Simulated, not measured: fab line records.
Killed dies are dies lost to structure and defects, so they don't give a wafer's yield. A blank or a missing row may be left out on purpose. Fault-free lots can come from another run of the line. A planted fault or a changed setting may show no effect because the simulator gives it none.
Chamber matching / flow nandHarc / NHARC_A_BLC_ALD_23 on aldMetal-02 has 4 sister chambers
The step deposits TiN, target thk 3 nm, pulse time 1 s, ald cycles 150. 8 wafers are shown with their chamber, then 7 later ones without.

## WAFERS WITH THEIR CHAMBER
wafer=L074.1; chamber=3; heaterPowerW (W)=934; precursorPulseHeightRel=1.012
wafer=L081.1; chamber=2; heaterPowerW (W)=1138; precursorPulseHeightRel=1.015
wafer=L081.2; chamber=1; heaterPowerW (W)=898; precursorPulseHeightRel=1.013
wafer=L085.1; chamber=3; heaterPowerW (W)=925; precursorPulseHeightRel=0.976
wafer=L085.2; chamber=0; heaterPowerW (W)=1134; precursorPulseHeightRel=0.994
wafer=L085.3; chamber=1; heaterPowerW (W)=933; precursorPulseHeightRel=1.034
wafer=L088.1; chamber=2; heaterPowerW (W)=1119; precursorPulseHeightRel=0.962
wafer=L088.2; chamber=0; heaterPowerW (W)=1171; precursorPulseHeightRel=0.984

## WAFERS WITH NO CHAMBER GIVEN
wafer=L088.5; heaterPowerW (W)=922; precursorPulseHeightRel=1.002
wafer=L094.1; heaterPowerW (W)=910; precursorPulseHeightRel=1.011
wafer=L094.2; heaterPowerW (W)=1162; precursorPulseHeightRel=0.995
wafer=L094.6; heaterPowerW (W)=1125; precursorPulseHeightRel=0.990
wafer=L096.2; heaterPowerW (W)=941; precursorPulseHeightRel=1.012
wafer=L096.3; heaterPowerW (W)=1148; precursorPulseHeightRel=1.012
wafer=L096.6; heaterPowerW (W)=1183; precursorPulseHeightRel=0.981

## WHICH CHAMBER EACH WENT THROUGH
wafer=L088.5; from the rows above=can't be placed: 3 or 1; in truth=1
wafer=L094.1; from the rows above=can't be placed: 1 or 3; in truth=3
wafer=L094.2; from the rows above=can't be placed: 0 or 2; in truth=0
wafer=L094.6; from the rows above=can't be placed: 2 or 0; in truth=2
wafer=L096.2; from the rows above=can't be placed: 3 or 1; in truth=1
wafer=L096.3; from the rows above=can't be placed: 0 or 2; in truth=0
wafer=L096.6; from the rows above=can't be placed: 0 or 2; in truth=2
Placed correctly: 0 of 7. Can't be placed from these rows: 7 (the true chamber is among the candidates in 7). Number placed wrongly: 0.
How it was worked out, from the rows above alone: a wafer's distance from a chamber is the root of the sum, over the readings, of the square of ((its reading less the chamber's mean) divided by the reading's scatter). The wafer belongs to the nearest chamber; if the next one is less than 2 further off, it can't be placed. A chamber's mean is the mean of its shown wafers. The scatter: take each reading less its chamber's mean, square it, sum over the shown wafers, divide by the number of wafers less the number of chambers, and take the root.
